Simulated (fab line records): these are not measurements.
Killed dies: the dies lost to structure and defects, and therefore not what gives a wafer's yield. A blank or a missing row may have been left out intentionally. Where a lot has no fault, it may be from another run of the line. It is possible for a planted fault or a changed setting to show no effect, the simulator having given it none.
Matching of chambers ; flow nandHarc ; NHARC_A_CONTACT_ETCH_91 on rieDiel-12: 4 sister chambers
The step etches the open film in CH3F/O2, target depth 40 nm, time 85.7 s. 48 wafers are shown with their chamber, then 12 later ones without.

## WAFERS WITH THEIR CHAMBER
wafer;chamber;showerheadPlenumPTorr (Torr);drypumpMotorCurrentA (A);rfVppV (V)
L075.2;2;2.39;5.7;242.8
L075.4;0;2.53;5.4;245.1
L075.5;1;2.34;5.5;243.5
L077.2;0;2.53;5.3;245.7
L077.3;1;2.33;5.5;242.2
L077.5;1;2.33;5.5;242.9
L077.1;2;2.39;5.7;244.7
L077.4;3;2.50;6.0;246.3
L077.6;2;2.39;5.8;243.8
L076.1;1;2.33;5.5;241.9
L076.2;2;2.39;5.7;244.5
L076.5;2;2.39;5.7;243.2
L078.1;2;2.39;5.7;243.1
L078.3;0;2.53;5.3;244.5
L078.5;2;2.39;5.8;242.5
L083.1;3;2.50;6.0;245.8
L083.2;0;2.53;5.3;245.3
L083.3;2;2.39;5.7;244.7
L081.2;3;2.50;6.0;246.7
L081.3;1;2.33;5.5;244.1
L081.5;3;2.50;6.0;244.6
L081.1;2;2.39;5.7;243.3
L081.4;0;2.53;5.3;245.1
L081.6;0;2.53;5.3;247.3
L085.3;2;2.39;5.8;241.6
L085.4;0;2.53;5.3;246.1
L085.5;1;2.33;5.4;242.7
L085.1;3;2.50;6.0;245.8
L085.2;1;2.33;5.5;242.1
L085.6;0;2.53;5.3;245.2
L084.1;0;2.53;5.3;245.7
L084.2;3;2.50;6.0;246.7
L084.3;2;2.39;5.7;244.9
L088.1;1;2.33;5.5;242.7
L088.2;3;2.50;6.0;244.2
L088.4;0;2.53;5.3;244.7
L087.3;3;2.50;6.0;245.0
L087.4;2;2.39;5.7;244.5
L087.5;0;2.53;5.3;246.2
L090.2;3;2.50;6.0;245.7
L090.3;2;2.39;5.7;243.8
L090.4;1;2.33;5.5;240.8
L086.2;3;2.50;6.0;246.3
L086.4;0;2.53;5.3;245.4
L086.5;3;2.50;6.0;245.1
L086.1;2;2.39;5.7;242.9
L086.3;1;2.33;5.5;242.4
L086.6;0;2.53;5.3;245.2

SIGNATURES, as means of the wafers listed above
reading;chamber 0;chamber 1;chamber 2;chamber 3;scatter within a chamber
showerheadPlenumPTorr;2.5300;2.3310;2.3900;2.5000;0.00143
drypumpMotorCurrentA;5.308;5.490;5.721;6.000;0.0308
rfVppV;245.500;242.530;243.593;245.655;0.87
Rule: distance of a wafer from a chamber = root of the sum over the readings of ((wafer's reading minus chamber's mean) / reading's scatter) squared. If the next closest chamber is less than 2 further off than the closest, the wafer can't be placed; otherwise it belongs to the closest. The scatter is the square root of a quotient: the sum, over the shown wafers, of each reading's squared deviation from its chamber's mean, divided by wafers minus chambers.

## WAFERS MISSING THEIR CHAMBER
wafer;showerheadPlenumPTorr (Torr);drypumpMotorCurrentA (A);rfVppV (V)
L089.1;2.33;5.5;242.6
L089.2;2.39;5.7;242.1
L089.5;2.50;6.0;247.2
L092.1;2.53;5.3;245.9
L092.3;2.50;6.0;245.1
L092.5;2.38;5.7;244.6
L093.3;2.50;6.0;245.1
L093.5;2.38;5.7;242.7
L093.6;2.33;5.5;241.5
L096.1;2.33;5.5;242.5
L096.3;2.38;5.7;242.9
L096.4;2.50;6.0;244.6

## EACH ONE'S CHAMBER
wafer;from the rows above;in truth
L089.1;1;1
L089.2;2;2
L089.5;3;3
L092.1;0;0
L092.3;3;3
L092.5;2;2
L093.3;3;3
L093.5;2;2
L093.6;1;1
L096.1;1;1
L096.3;2;2
L096.4;3;3
Correct placement for 12 of the 12. Left unplaced by these rows: 0. Number placed wrongly: 0.
